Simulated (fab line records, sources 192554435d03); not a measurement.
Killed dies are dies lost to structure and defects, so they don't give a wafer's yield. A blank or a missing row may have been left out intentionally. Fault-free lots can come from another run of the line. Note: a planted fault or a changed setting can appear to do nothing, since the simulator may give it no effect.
fab line records / flow n5-finfet
record: lots: 4 wafers: 12 last-day: 17
route steps=1938 shown BEOL_M4@1099 BEOL_M5@1112 BEOL_M8@1392 PASSIVATION@1936
lots untouched by any fault: they come from a run of this same line in which no faults occurred
start-h: hours from the record's first day to the start of the lot's first wafer shown / wait-h: hours elapsed since this lot's preceding step / " the same as in the row above / L1.1+2: a single row standing in for several wafers / - no value present, or no start provided / * or withheld: withheld / < > ~ a bound
route shown NAME@n: NAME is a module with steps in the file, n the number in the route of the first one / usual: mean and standard deviation over wafers with no fault / same: alike in all rows / chamber/n: place in a boat / sites: per-site readings / _std_site: the values' standard deviation / _edge_site: inner sites' mean taken away from outer sites' mean / radius-mm: for every site, how far away it sits from the centre of the wafer / mask NAME#n: copy n / behind: the tool/chamber that last shaped the wafer / hold: reason for holding the lot/hours on hold/outcome of the hold / device: transistor that didn't switch, given as n, p or np / end of line: the same wafers' tests at the end of the route / a step with no rows: only its recipe / killed: at the first sort, the dies lost to defects and structure; wafer yield is something else / map: dies across one wafer; x = killed, . = not, _ = none there
set.NAME: setting as actually run; set.NAME@STEP: the setting as run at that earlier step / model.NAME: the simulator's own value behind a step, which no gauge read
lots at selected steps of the route; one table per step, one row per wafer
services: when a tool's chamber went out of use (start-h, in hours from the record's first day, below 0 if earlier), for how many hours, and the reason
== steps ==
step: N5_BEOL_M4_ANNEAL_95
recipe: temp-c: 400 time-s: 240 ambient: vacuum
step: N5_BEOL_M4_SPUTTER_96
recipe: material: Cu target-thk-a: 45 temp-c: -20 chamber-pressure-pa: 0.07 power-w: withheld time-s: 8.29
step: N5_BEOL_M4_ECD_50
recipe: material: Cu target-thk-a: 3000
step: N5_BEOL_M4_ANNEAL_51
recipe: temp-c: 225 time-s: 90 ambient: N2
step: N5_BEOL_M4_CMP_52
recipe: stop-on: SiOC t-overpolish-s: 6.8 down-force-psi: 1 platen-rpm: 50 clearing-platen-down-force-psi: 1.5 clearing-platen-rpm: 50 post-cmp-clean: cu-alkaline target-thk-nm: 40 clearing-platen-pad-velocity-m-s: 0.99484 pad-velocity-m-s: 0.99484
step: N5_BEOL_M4_PRE_CLEAN_60
recipe: gas: NH3/H2 time-s: 15 temp-c: * rf-power-w: 300
step: N5_BEOL_M4_CO_CAP_55
recipe: material: Co target-thk-a: 20 temp-c: 200 precursor: CCTBA/H2 pressure-torr: 30 time-s: 102.1
step: N5_BEOL_M4_PRE_CLEAN_56
recipe: gas: NH3 time-s: 15 temp-c: withheld rf-power-w: 300
step: N5_BEOL_M4_DEP_57
recipe: material: SiCN target-thk-a: 80 temp-c: withheld precursor: 3MS/NH3 pressure-torr: 3 rf-w: 202 time-s: 14
step: N5_BEOL_M4_RC_MEAS_101
usual: DIBL_N: 36.2/2 DIBL_P: 36.1/2.4 IOFF_N: 0.16/0.035 IOFF_P: 0.22/0.041 ION_N: 675/14 ION_P: 465/8.6 SS_N: 71.5/0.64 SS_P: 73.2/0.76 VT_N: 250/3.9 VT_P: -249/3.4
lot.wafer=L468.2 tool=prober-01 chamber=0 start-h=213.38 wait-h=0.2 DIBL_N[mV/V]=37.6 DIBL_P[mV/V]=39.5 IOFF_N[nA/um]=0.20 IOFF_P[nA/um]=0.28 ION_N[uA/um]=695 ION_P[uA/um]=472 SS_N[mV/dec]=71.6 SS_P[mV/dec]=73.4 VT_N[mV]=246 VT_P[mV]=-245
lot.wafer=L468.3 tool=prober-01 chamber=0 start-h=213.38 wait-h=0.2 DIBL_N[mV/V]=37.8 DIBL_P[mV/V]=40.3 IOFF_N[nA/um]=0.21 IOFF_P[nA/um]=0.30 ION_N[uA/um]=688 ION_P[uA/um]=479 SS_N[mV/dec]=71.5 SS_P[mV/dec]=73.7 VT_N[mV]=245 VT_P[mV]=-243
lot.wafer=L468.6 tool=prober-01 chamber=0 start-h=213.38 wait-h=0.2 DIBL_N[mV/V]=36.3 DIBL_P[mV/V]=36.5 IOFF_N[nA/um]=0.17 IOFF_P[nA/um]=0.24 ION_N[uA/um]=683 ION_P[uA/um]=467 SS_N[mV/dec]=71.7 SS_P[mV/dec]=72.4 VT_N[mV]=248 VT_P[mV]=-246
lot.wafer=L478.1 tool=prober-01 chamber=0 start-h=272.10 wait-h=0.0 DIBL_N[mV/V]=37.8 DIBL_P[mV/V]=38.8 IOFF_N[nA/um]=0.19 IOFF_P[nA/um]=0.21 ION_N[uA/um]=702 ION_P[uA/um]=466 SS_N[mV/dec]=72.2 SS_P[mV/dec]=73.8 VT_N[mV]=248 VT_P[mV]=-250
lot.wafer=L478.3 tool=prober-01 chamber=0 start-h=272.10 wait-h=0.0 DIBL_N[mV/V]=34.4 DIBL_P[mV/V]=37.1 IOFF_N[nA/um]=0.13 IOFF_P[nA/um]=0.19 ION_N[uA/um]=667 ION_P[uA/um]=464 SS_N[mV/dec]=71.2 SS_P[mV/dec]=73.7 VT_N[mV]=253 VT_P[mV]=-252
lot.wafer=L478.6 tool=prober-01 chamber=0 start-h=272.10 wait-h=0.0 DIBL_N[mV/V]=36.9 DIBL_P[mV/V]=39.0 IOFF_N[nA/um]=0.17 IOFF_P[nA/um]=0.21 ION_N[uA/um]=683 ION_P[uA/um]=467 SS_N[mV/dec]=71.8 SS_P[mV/dec]=73.8 VT_N[mV]=250 VT_P[mV]=-253
lot.wafer=L479.1 tool=prober-02 chamber=0 start-h=293.08 wait-h=0.0 DIBL_N[mV/V]=37.7 DIBL_P[mV/V]=38.8 IOFF_N[nA/um]=0.20 IOFF_P[nA/um]=0.26 ION_N[uA/um]=680 ION_P[uA/um]=471 SS_N[mV/dec]=71.8 SS_P[mV/dec]=73.9 VT_N[mV]=249 VT_P[mV]=-249
lot.wafer=L479.4 tool=prober-02 chamber=0 start-h=293.08 wait-h=0.0 DIBL_N[mV/V]=38.1 DIBL_P[mV/V]=37.5 IOFF_N[nA/um]=0.18 IOFF_P[nA/um]=0.22 ION_N[uA/um]=685 ION_P[uA/um]=469 SS_N[mV/dec]=72.8 SS_P[mV/dec]=73.9 VT_N[mV]=251 VT_P[mV]=-250
lot.wafer=L479.6 tool=prober-02 chamber=0 start-h=293.08 wait-h=0.0 DIBL_N[mV/V]=34.9 DIBL_P[mV/V]=35.0 IOFF_N[nA/um]=0.14 IOFF_P[nA/um]=0.18 ION_N[uA/um]=665 ION_P[uA/um]=457 SS_N[mV/dec]=71.4 SS_P[mV/dec]=73.3 VT_N[mV]=254 VT_P[mV]=-252
lot.wafer=L483.4 tool=prober-01 chamber=0 start-h=315.28 wait-h=0.5 DIBL_N[mV/V]=33.0 DIBL_P[mV/V]=33.1 IOFF_N[nA/um]=0.11 IOFF_P[nA/um]=0.15 ION_N[uA/um]=665 ION_P[uA/um]=453 SS_N[mV/dec]=70.3 SS_P[mV/dec]=72.6 VT_N[mV]=258 VT_P[mV]=-256
lot.wafer=L483.5 tool=prober-01 chamber=0 start-h=315.28 wait-h=0.5 DIBL_N[mV/V]=33.5 DIBL_P[mV/V]=33.3 IOFF_N[nA/um]=0.12 IOFF_P[nA/um]=0.15 ION_N[uA/um]=671 ION_P[uA/um]=453 SS_N[mV/dec]=70.7 SS_P[mV/dec]=72.2 VT_N[mV]=255 VT_P[mV]=-256
lot.wafer=L483.6 tool=prober-01 chamber=0 start-h=315.28 wait-h=0.5 DIBL_N[mV/V]=34.9 DIBL_P[mV/V]=34.8 IOFF_N[nA/um]=0.13 IOFF_P[nA/um]=0.17 ION_N[uA/um]=675 ION_P[uA/um]=459 SS_N[mV/dec]=71.2 SS_P[mV/dec]=73.0 VT_N[mV]=254 VT_P[mV]=-254
step: N5_BEOL_M5_ILD_DEP_00
recipe: material: SiCOH_lowk target-thk-a: 1406.4 temp-c: 300 precursor: DEMS/porogen pressure-torr: 5 rf-w: 500 time-s: 25.9
step: N5_BEOL_M5_CURE_79
recipe: temp-c: 385 time-s: 240 ambient: He/Ar material: SiCOH_lowk
step: N5_BEOL_M5_PECVD_70
recipe: material: SiO2 target-thk-a: 160 temp-c: 400 precursor: TEOS/O2 pressure-torr: 5.5 rf-w: 450 teos-flow-sccm: 53.8 gas: O2 flow-sccm: 3000 time-s: 18
step: N5_BEOL_M5_HM_DEP_02
recipe: material: TiN target-thk-a: 200 temp-c: 25 chamber-pressure-pa: 0.49996
step: N5_BEOL_M5_COAT_59
recipe: resist: SOC temp-c: 250 time-s: 60 spin-rpm: 1500 resist-thk-nm: 60
step: N5_BEOL_M5_COAT_60
recipe: resist: SiARC temp-c: 220 time-s: 60 spin-rpm: 1500 resist-thk-nm: 12
step: N5_BEOL_M5_COAT_71
recipe: resist: underlayer temp-c: 205 time-s: 60 spin-rpm: 1500 resist-thk-nm: 5
step: N5_BEOL_M5_COAT_05
recipe: resist: CAR-EUV spin-rpm: 1500 resist-thk-nm: 30
step: N5_BEOL_M5_EBR_07
recipe: solvent: PGMEA ebr-width-mm: 1.5
step: N5_BEOL_M5_SOFTBAKE_06
recipe: temp-c: 110 time-s: 60 resist: CAR-EUV
step: N5_BEOL_M5_EXPOSE_08
recipe: mask-id: M5 na: 0.33 source-shape: annular sigma-inner: 0.4 sigma-outer: 0.8 polarization: unpolarized target-cd-nm: 28 dose-mj: 35.75
step: N5_BEOL_M5_PEB_09
recipe: peb-temp-c: 100 peb-time-s: 60 resist: CAR-EUV
step: N5_BEOL_M5_DEVELOP_10
recipe: develop-time-s: 30 developer: TMAH resist: CAR-EUV rinse-liquid: surfactant-rinse dry: air-spin dev-temp-c: 23
step: N5_BEOL_M5_DESCUM_16
recipe: chemistry: O2 time-s: 7 source-power-w: 50 bias-power-w: 20 pressure-mtorr: 20 rf-frequency-hz: 2.712e+07 temp-c: 40 resist: CAR-EUV o2-flow-sccm: 225
step: N5_BEOL_M5_ETCH_72
recipe: chemistry: N2/H2 target: underlayer target-depth-a: 65 mask-material: CAR-EUV time-s: 5.2 ion-energy-ev: 200 pressure-mtorr: 30 source-w: 840 bias-w: 150 n2-flow-sccm: 200 h2-flow-sccm: 200 ends: cleared
step: N5_BEOL_M5_ETCH_61
recipe: chemistry: CF4 target: SiARC target-depth-a: 156 mask-material: CAR-EUV time-s: 26 ion-energy-ev: 80 pressure-mtorr: 40 source-w: 545 bias-w: 36 Ar_flow_sccm: 100 cf4-flow-sccm: 100 ends: cleared
step: N5_BEOL_M5_ETCH_62
recipe: chemistry: N2/H2 target: SOC target-depth-a: 750 overetch-a: 150 mask-material: SiARC temp-c: 40 time-s: 112.5 ion-energy-ev: 200 pressure-mtorr: 30 source-w: 840 bias-w: 150 n2-flow-sccm: 200 h2-flow-sccm: 200
step: N5_BEOL_M5_STRIP_63
recipe: chemistry: N2/H2 temp-c: 40 n2-flow-sccm: 200 h2-flow-sccm: 200 rf-frequency-hz: 6e+07
step: N5_BEOL_M5_STRIP_73
recipe: chemistry: N2/H2 temp-c: 40 n2-flow-sccm: 200 h2-flow-sccm: 200 rf-frequency-hz: 6e+07
step: N5_BEOL_M5_STRIP_64
recipe: chemistry: CF4 resist: SiARC power-w: 300 bias-power-w: 75 pressure-mtorr: 50 cf4-flow-sccm: 150 rf-frequency-hz: 6e+07
step: N5_BEOL_M5_HM_OPEN_17
recipe: chemistry: Cl2/BCl3 target-depth-a: 200 overetch-a: 60 target: TiN mask-material: SOC ion-energy-ev: 150 pressure-mtorr: 10 icp-w: 1000 bias-w: 126 Cl2_flow_sccm: 53.25 bcl3-flow-sccm: 21.75 Ar_flow_sccm: 25
step: N5_BEOL_M5_STRIP_19
recipe: chemistry: O2 power-w: 400 temp-c: 40 pressure-mtorr: 30 rf-frequency-hz: 6e+07 bias-power-w: 0 overash-fraction: 0.2 o2-flow-sccm: 225
step: N5_BEOL_M5_COAT_65
recipe: resist: SOC temp-c: 250 time-s: 60 spin-rpm: 1500 resist-thk-nm: 60
step: N5_BEOL_M5_COAT_66
recipe: resist: SiARC temp-c: 220 time-s: 60 spin-rpm: 1500 resist-thk-nm: 12
step: N5_BEOL_M8_SPUTTER_48
recipe: material: Cu target-thk-a: 100 temp-c: -20 bias-v: 60 power-w: 26000 chamber-pressure-pa: 0.13 time-s: 1.667
usual: bias-v: 60.0/0.59 cathode-dc-power-W: 26001/4.4 chuck-gas-flow-sccm: 1.26/0.049 throttle-valve-pct: 30.4/0.85
lot.wafer=L468.2 tool=pvd-sputter-03 chamber=- start-h=251.85 wait-h=0.2 bias-v=60.4 cathode-dc-power-W=26002 chuck-gas-flow-sccm=1.30 throttle-valve-pct=29.5
lot.wafer=L468.3 tool=pvd-sputter-03 chamber=- start-h=251.85 wait-h=0.2 bias-v=59.5 cathode-dc-power-W=25998 chuck-gas-flow-sccm=1.14 throttle-valve-pct=30.7
lot.wafer=L468.6 tool=pvd-sputter-03 chamber=- start-h=251.85 wait-h=0.2 bias-v=60.3 cathode-dc-power-W=26003 chuck-gas-flow-sccm=1.21 throttle-valve-pct=30.5
lot.wafer=L478.1 tool=pvd-sputter-03 chamber=- start-h=310.57 wait-h=0.1 bias-v=- cathode-dc-power-W=- chuck-gas-flow-sccm=- throttle-valve-pct=-
lot.wafer=L478.3 tool=pvd-sputter-03 chamber=- start-h=310.57 wait-h=0.1 bias-v=- cathode-dc-power-W=- chuck-gas-flow-sccm=- throttle-valve-pct=-
lot.wafer=L478.6 tool=pvd-sputter-03 chamber=- start-h=310.57 wait-h=0.1 bias-v=- cathode-dc-power-W=- chuck-gas-flow-sccm=- throttle-valve-pct=-
lot.wafer=L479.1 tool=pvd-sputter-03 chamber=- start-h=328.33 wait-h=0.1 bias-v=- cathode-dc-power-W=- chuck-gas-flow-sccm=- throttle-valve-pct=-
lot.wafer=L479.4 tool=pvd-sputter-03 chamber=- start-h=328.33 wait-h=0.1 bias-v=- cathode-dc-power-W=- chuck-gas-flow-sccm=- throttle-valve-pct=-
lot.wafer=L479.6 tool=pvd-sputter-03 chamber=- start-h=328.33 wait-h=0.1 bias-v=- cathode-dc-power-W=- chuck-gas-flow-sccm=- throttle-valve-pct=-
lot.wafer=L483.4 tool=pvd-sputter-03 chamber=- start-h=351.44 wait-h=0.0 bias-v=60.7 cathode-dc-power-W=26001 chuck-gas-flow-sccm=1.22 throttle-valve-pct=30.4
lot.wafer=L483.5 tool=pvd-sputter-03 chamber=- start-h=351.44 wait-h=0.0 bias-v=59.1 cathode-dc-power-W=26013 chuck-gas-flow-sccm=1.24 throttle-valve-pct=30.6
lot.wafer=L483.6 tool=pvd-sputter-03 chamber=- start-h=351.44 wait-h=0.0 bias-v=60.5 cathode-dc-power-W=26004 chuck-gas-flow-sccm=1.24 throttle-valve-pct=29.2
step: N5_BEOL_M8_CMP_52
recipe: stop-on: SiCOH_lowk t-overpolish-s: 6.9 down-force-psi: 1 platen-rpm: 50 clearing-platen-down-force-psi: 1.5 clearing-platen-rpm: 50 post-cmp-clean: cu-alkaline target-thk-nm: 80 clearing-platen-pad-velocity-m-s: 0.99484 pad-velocity-m-s: 0.99484
usual: motor-current-A: 6.3/0.78 platen-rpm: 50.00/0.032 slurry-filter-dp-kPa: 13.48/0.13 time-to-endpoint-s: 64/3.9
lot.wafer=L468.3 tool=cmp-02 chamber=3 start-h=252.36 wait-h=0.2 motor-current-A=5.5 platen-rpm=49.98 slurry-filter-dp-kPa=13.69 time-to-endpoint-s=60
lot.wafer=L468.2 tool=cmp-02 chamber=1 start-h=252.36 wait-h=0.2 motor-current-A=6.4 platen-rpm=50.00 slurry-filter-dp-kPa=13.36 time-to-endpoint-s=69
lot.wafer=L468.6 tool=cmp-02 chamber=3 start-h=252.36 wait-h=0.2 motor-current-A=5.7 platen-rpm=49.98 slurry-filter-dp-kPa=13.66 time-to-endpoint-s=58
lot.wafer=L478.3 tool=cmp-04 chamber=2 start-h=311.66 wait-h=0.2 motor-current-A=6.3 platen-rpm=50.00 slurry-filter-dp-kPa=13.57 time-to-endpoint-s=7
lot.wafer=L478.1 tool=cmp-04 chamber=0 start-h=311.66 wait-h=0.2 motor-current-A=5.5 platen-rpm=50.01 slurry-filter-dp-kPa=13.33 time-to-endpoint-s=3
lot.wafer=L478.6 tool=cmp-04 chamber=2 start-h=311.66 wait-h=0.2 motor-current-A=6.3 platen-rpm=49.95 slurry-filter-dp-kPa=13.28 time-to-endpoint-s=7
lot.wafer=L479.1 tool=cmp-03 chamber=0 start-h=330.27 wait-h=0.3 motor-current-A=6.6 platen-rpm=50.04 slurry-filter-dp-kPa=13.49 time-to-endpoint-s=1
lot.wafer=L479.4 tool=cmp-03 chamber=3 start-h=330.27 wait-h=0.3 motor-current-A=7.6 platen-rpm=50.01 slurry-filter-dp-kPa=13.35 time-to-endpoint-s=0
lot.wafer=L479.6 tool=cmp-03 chamber=0 start-h=330.27 wait-h=0.3 motor-current-A=6.4 platen-rpm=50.03 slurry-filter-dp-kPa=13.38 time-to-endpoint-s=0
lot.wafer=L483.4 tool=cmp-03 chamber=1 start-h=352.82 wait-h=0.1 motor-current-A=5.5 platen-rpm=49.97 slurry-filter-dp-kPa=13.46 time-to-endpoint-s=58
lot.wafer=L483.5 tool=cmp-03 chamber=1 start-h=352.82 wait-h=0.1 motor-current-A=5.0 platen-rpm=49.97 slurry-filter-dp-kPa=13.51 time-to-endpoint-s=63
lot.wafer=L483.6 tool=cmp-03 chamber=2 start-h=352.82 wait-h=0.1 motor-current-A=5.7 platen-rpm=49.98 slurry-filter-dp-kPa=13.44 time-to-endpoint-s=63
step: N5_PASSIVATION_PROBE_49
usual: defect-limited-yield: 91.1/1.4 killed_at_M0_to_M3: 36/9.9 killed_at_M4_up: 13/5.8 killed-at-contacts: 14/5.9 killed-at-front-end: 39/11 killed-at-other: 3.4/2.9 killed-dies: 105/17 killed-on-rim: 15/3.9 killed-open: 70/13 killed-short: 34/7.3 sort_bin_5_function: 5.3/1 sort_bin_6_memory: 3.3/0.62 sort-n-pass: 1075/17 sort-yield-pct: 91.1/1.4
same: gross-dies: 1180 killed-at-back-side: 0 sort_bin_4_leakage[%]: 0 sort_bin_8_speed[%]: 0
lot.wafer=L478.1 tool=prober-01 chamber=- start-h=390.65 wait-h=0.0 defect-limited-yield[%]=0 killed_at_M0_to_M3=38 killed_at_M4_up=1100 killed-at-contacts=3 killed-at-front-end=37 killed-at-other=2 killed-dies=1180 killed-on-rim=152 killed-open=53 killed-short=34 sort_bin_5_function[%]=97.0 sort_bin_6_memory[%]=2.6 sort-n-pass=0 sort-yield-pct[%]=0
lot.wafer=L478.3 tool=prober-01 chamber=- start-h=390.75 wait-h=0.1 defect-limited-yield[%]=0 killed_at_M0_to_M3=31 killed_at_M4_up=1090 killed-at-contacts=8 killed-at-front-end=51 killed-at-other=0 killed-dies=1180 killed-on-rim=152 killed-open=62 killed-short=43 sort_bin_5_function[%]=96.7 sort_bin_6_memory[%]=2.8 sort-n-pass=0 sort-yield-pct[%]=0
lot.wafer=L478.6 tool=prober-01 chamber=- start-h=390.90 wait-h=0.3 defect-limited-yield[%]=0 killed_at_M0_to_M3=32 killed_at_M4_up=1077 killed-at-contacts=11 killed-at-front-end=59 killed-at-other=1 killed-dies=1180 killed-on-rim=152 killed-open=75 killed-short=41 sort_bin_5_function[%]=95.8 sort_bin_6_memory[%]=3.6 sort-n-pass=0 sort-yield-pct[%]=0
lot.wafer=L479.1 tool=prober-01 chamber=- start-h=399.38 wait-h=0.0 defect-limited-yield[%]=0 killed_at_M0_to_M3=52 killed_at_M4_up=1065 killed-at-contacts=16 killed-at-front-end=47 killed-at-other=0 killed-dies=1180 killed-on-rim=152 killed-open=91 killed-short=41 sort_bin_5_function[%]=95.8 sort_bin_6_memory[%]=3.5 sort-n-pass=0 sort-yield-pct[%]=0
lot.wafer=L479.4 tool=prober-01 chamber=- start-h=399.53 wait-h=0.2 defect-limited-yield[%]=0 killed_at_M0_to_M3=55 killed_at_M4_up=1060 killed-at-contacts=9 killed-at-front-end=37 killed-at-other=19 killed-dies=1180 killed-on-rim=152 killed-open=89 killed-short=49 sort_bin_5_function[%]=94.7 sort_bin_6_memory[%]=4.9 sort-n-pass=0 sort-yield-pct[%]=0
lot.wafer=L479.6 tool=prober-01 chamber=- start-h=399.63 wait-h=0.3 defect-limited-yield[%]=0 killed_at_M0_to_M3=31 killed_at_M4_up=1080 killed-at-contacts=25 killed-at-front-end=40 killed-at-other=4 killed-dies=1180 killed-on-rim=152 killed-open=86 killed-short=31 sort_bin_5_function[%]=96.4 sort_bin_6_memory[%]=3.2 sort-n-pass=0 sort-yield-pct[%]=0
killed by level:class
L478.1 BEOL_M8:area-sputter=548 BEOL_M8:area-ecd=543 BEOL_M0_SAQP:geometric-particle:open=13 FIN_SAQP:geometric-particle:short=9 DUMMY_GATE:geometric-particle:open=7 BEOL_M1:geometric-particle:open=7 BEOL_M0_SAQP:geometric-particle:short=6 FIN_SAQP:geometric-particle:open=5
L478.3 BEOL_M8:area-sputter=553 BEOL_M8:area-ecd=522 FIN_SAQP:geometric-particle:short=14 STI_FIN_REVEAL:geometric-particle:open=10 MOL_CONTACT_COAG:geometric-particle:open=8 BEOL_M0_SAQP:geometric-particle:short=8 DUMMY_GATE:geometric-particle:open=6 BEOL_M1:geometric-particle:open=6
L478.6 BEOL_M8:area-ecd=549 BEOL_M8:area-sputter=515 STI_FIN_REVEAL:geometric-particle:open=13 BEOL_M1:geometric-particle:open=10 FIN_SAQP:geometric-particle:short=8 MOL_CONTACT_COAG:geometric-particle:open=8 FIN_SAQP:geometric-particle:open=7 GATE_CUT:geometric-particle:open=7
L479.1 BEOL_M8:area-ecd=534 BEOL_M8:area-sputter=511 BEOL_M2:geometric-particle:open=17 FIN_SAQP:geometric-particle:open=15 BEOL_M4:geometric-particle:open=14 MOL_CONTACT_COAG:geometric-particle:open=12 BEOL_M2:geometric-particle:short=10 FIN_SAQP:geometric-particle:short=9
L479.4 BEOL_M8:area-sputter=540 BEOL_M8:area-ecd=500 BEOL_M2:geometric-particle:open=17 BEOL_M4:geometric-particle:open=13 BEOL_M0_SAQP:geometric-particle:open=8 FIN_SAQP:geometric-particle:open=7 FIN_SAQP:geometric-particle:short=7 STI_FIN_REVEAL:geometric-particle:open=7
L479.6 BEOL_M8:area-sputter=560 BEOL_M8:area-ecd=502 MOL_CONTACT_COAG:geometric-particle:open=17 FIN_SAQP:geometric-particle:open=15 BEOL_M2:geometric-particle:open=10 DUMMY_GATE:geometric-particle:open=8 MOL_CONTACT_COAG:geometric-particle:short=8 BEOL_M4:geometric-particle:open=7
map L478.1 (x killed, . not)
_________________xxxxxxxxxxxx________________
______________xxxxxxxxxxxxxxxxxx_____________
___________xxxxxxxxxxxxxxxxxxxxxxxx__________
__________xxxxxxxxxxxxxxxxxxxxxxxxxx_________
________xxxxxxxxxxxxxxxxxxxxxxxxxxxxxx_______
_______xxxxxxxxxxxxxxxxxxxxxxxxxxxxxxxx______
______xxxxxxxxxxxxxxxxxxxxxxxxxxxxxxxxxx_____
_____xxxxxxxxxxxxxxxxxxxxxxxxxxxxxxxxxxxx____
____xxxxxxxxxxxxxxxxxxxxxxxxxxxxxxxxxxxxxx___
___xxxxxxxxxxxxxxxxxxxxxxxxxxxxxxxxxxxxxxxx__
___xxxxxxxxxxxxxxxxxxxxxxxxxxxxxxxxxxxxxxxx__
__xxxxxxxxxxxxxxxxxxxxxxxxxxxxxxxxxxxxxxxxxx_
__xxxxxxxxxxxxxxxxxxxxxxxxxxxxxxxxxxxxxxxxxx_
_xxxxxxxxxxxxxxxxxxxxxxxxxxxxxxxxxxxxxxxxxxxx
_xxxxxxxxxxxxxxxxxxxxxxxxxxxxxxxxxxxxxxxxxxxx
_xxxxxxxxxxxxxxxxxxxxxxxxxxxxxxxxxxxxxxxxxxxx
_xxxxxxxxxxxxxxxxxxxxxxxxxxxxxxxxxxxxxxxxxxxx
_xxxxxxxxxxxxxxxxxxxxxxxxxxxxxxxxxxxxxxxxxxxx
_xxxxxxxxxxxxxxxxxxxxxxxxxxxxxxxxxxxxxxxxxxxx
_xxxxxxxxxxxxxxxxxxxxxxxxxxxxxxxxxxxxxxxxxxxx
_xxxxxxxxxxxxxxxxxxxxxxxxxxxxxxxxxxxxxxxxxxxx
__xxxxxxxxxxxxxxxxxxxxxxxxxxxxxxxxxxxxxxxxxx_
__xxxxxxxxxxxxxxxxxxxxxxxxxxxxxxxxxxxxxxxxxx_
___xxxxxxxxxxxxxxxxxxxxxxxxxxxxxxxxxxxxxxxx__
___xxxxxxxxxxxxxxxxxxxxxxxxxxxxxxxxxxxxxxxx__
____xxxxxxxxxxxxxxxxxxxxxxxxxxxxxxxxxxxxxx___
_____xxxxxxxxxxxxxxxxxxxxxxxxxxxxxxxxxxxx____
______xxxxxxxxxxxxxxxxxxxxxxxxxxxxxxxxxx_____
_______xxxxxxxxxxxxxxxxxxxxxxxxxxxxxxxx______
________xxxxxxxxxxxxxxxxxxxxxxxxxxxxxx_______
__________xxxxxxxxxxxxxxxxxxxxxxxxxx_________
___________xxxxxxxxxxxxxxxxxxxxxxxx__________
______________xxxxxxxxxxxxxxxxxx_____________
_________________xxxxxxxxxxxx________________
map L479.1 (x killed, . not)
_________________xxxxxxxxxxxx________________
______________xxxxxxxxxxxxxxxxxx_____________
___________xxxxxxxxxxxxxxxxxxxxxxxx__________
__________xxxxxxxxxxxxxxxxxxxxxxxxxx_________
________xxxxxxxxxxxxxxxxxxxxxxxxxxxxxx_______
_______xxxxxxxxxxxxxxxxxxxxxxxxxxxxxxxx______
______xxxxxxxxxxxxxxxxxxxxxxxxxxxxxxxxxx_____
_____xxxxxxxxxxxxxxxxxxxxxxxxxxxxxxxxxxxx____
____xxxxxxxxxxxxxxxxxxxxxxxxxxxxxxxxxxxxxx___
___xxxxxxxxxxxxxxxxxxxxxxxxxxxxxxxxxxxxxxxx__
___xxxxxxxxxxxxxxxxxxxxxxxxxxxxxxxxxxxxxxxx__
__xxxxxxxxxxxxxxxxxxxxxxxxxxxxxxxxxxxxxxxxxx_
__xxxxxxxxxxxxxxxxxxxxxxxxxxxxxxxxxxxxxxxxxx_
_xxxxxxxxxxxxxxxxxxxxxxxxxxxxxxxxxxxxxxxxxxxx
_xxxxxxxxxxxxxxxxxxxxxxxxxxxxxxxxxxxxxxxxxxxx
_xxxxxxxxxxxxxxxxxxxxxxxxxxxxxxxxxxxxxxxxxxxx
_xxxxxxxxxxxxxxxxxxxxxxxxxxxxxxxxxxxxxxxxxxxx
_xxxxxxxxxxxxxxxxxxxxxxxxxxxxxxxxxxxxxxxxxxxx
_xxxxxxxxxxxxxxxxxxxxxxxxxxxxxxxxxxxxxxxxxxxx
_xxxxxxxxxxxxxxxxxxxxxxxxxxxxxxxxxxxxxxxxxxxx
_xxxxxxxxxxxxxxxxxxxxxxxxxxxxxxxxxxxxxxxxxxxx
__xxxxxxxxxxxxxxxxxxxxxxxxxxxxxxxxxxxxxxxxxx_
__xxxxxxxxxxxxxxxxxxxxxxxxxxxxxxxxxxxxxxxxxx_
___xxxxxxxxxxxxxxxxxxxxxxxxxxxxxxxxxxxxxxxx__
___xxxxxxxxxxxxxxxxxxxxxxxxxxxxxxxxxxxxxxxx__
____xxxxxxxxxxxxxxxxxxxxxxxxxxxxxxxxxxxxxx___
_____xxxxxxxxxxxxxxxxxxxxxxxxxxxxxxxxxxxx____
______xxxxxxxxxxxxxxxxxxxxxxxxxxxxxxxxxx_____
_______xxxxxxxxxxxxxxxxxxxxxxxxxxxxxxxx______
________xxxxxxxxxxxxxxxxxxxxxxxxxxxxxx_______
__________xxxxxxxxxxxxxxxxxxxxxxxxxx_________
___________xxxxxxxxxxxxxxxxxxxxxxxx__________
______________xxxxxxxxxxxxxxxxxx_____________
_________________xxxxxxxxxxxx________________
== services ==
tool=cmp-02 chamber=- start-h=243.74 hours=0.9 kind=repair
tool=cmp-03 chamber=- start-h=250.05 hours=1.6 kind=repair
tool=cmp-02 chamber=- start-h=260.57 hours=4.2 kind=pm
tool=cmp-04 chamber=- start-h=280.31 hours=0.6 kind=repair
tool=cmp-02 chamber=- start-h=281.29 hours=4.0 kind=pm
tool=cmp-02 chamber=- start-h=285.29 hours=- kind=consumable-replace:conditioner
tool=cmp-02 chamber=- start-h=285.29 hours=- kind=consumable-replace:pad
tool=cmp-03 chamber=- start-h=293.91 hours=4.0 kind=pm
tool=cmp-03 chamber=- start-h=297.91 hours=- kind=consumable-replace:conditioner
tool=cmp-03 chamber=- start-h=297.91 hours=- kind=consumable-replace:pad
tool=cmp-04 chamber=- start-h=312.68 hours=0.7 kind=repair
tool=cmp-03 chamber=- start-h=314.87 hours=4.0 kind=pm
tool=cmp-04 chamber=- start-h=342.31 hours=2.2 kind=repair
tool=cmp-04 chamber=- start-h=344.71 hours=2.0 kind=repair
tool=cmp-02 chamber=- start-h=349.15 hours=2.3 kind=repair
== key ==
first-sign: step: N5_BEOL_M8_SPUTTER_48 reading: tool-record direction: missing
effect: step: N5_BEOL_M8_CMP_52 reading: time-to-endpoint-s direction: down sigmas: 15 usual: * struck: *
effect: step: N5_PASSIVATION_PROBE_49 reading: killed_at_M4_up direction: up sigmas: 99+ usual: 13 struck: 1079
more-kills-born-at: N5_BEOL_M8_SPUTTER_48@pvd-sputter-03: 3226 N5_BEOL_M8_ECD_50@ecd-cu-02: 1614 N5_BEOL_M8_ECD_50@ecd-cu-01: 1536
met-at N5_BEOL_M8_SPUTTER_48
struck-wafers L478.1,L478.3,L478.6,L479.1,L479.4,L479.6
later-rows-left-out L478.1,L478.3,L478.6,L479.1,L479.4,L479.6
onset-between 251.85 310.57
fault: kind: skipped-step-whole tool: pvd-sputter-03 chamber: - onset-h: 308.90 steps: N5_BEOL_M8_SPUTTER_48 scope: struck-lots-only
later-rows-left-out: the simulator's readings of these wafers behind a module that went badly wrong aren't trusted and aren't shown, but for the sort
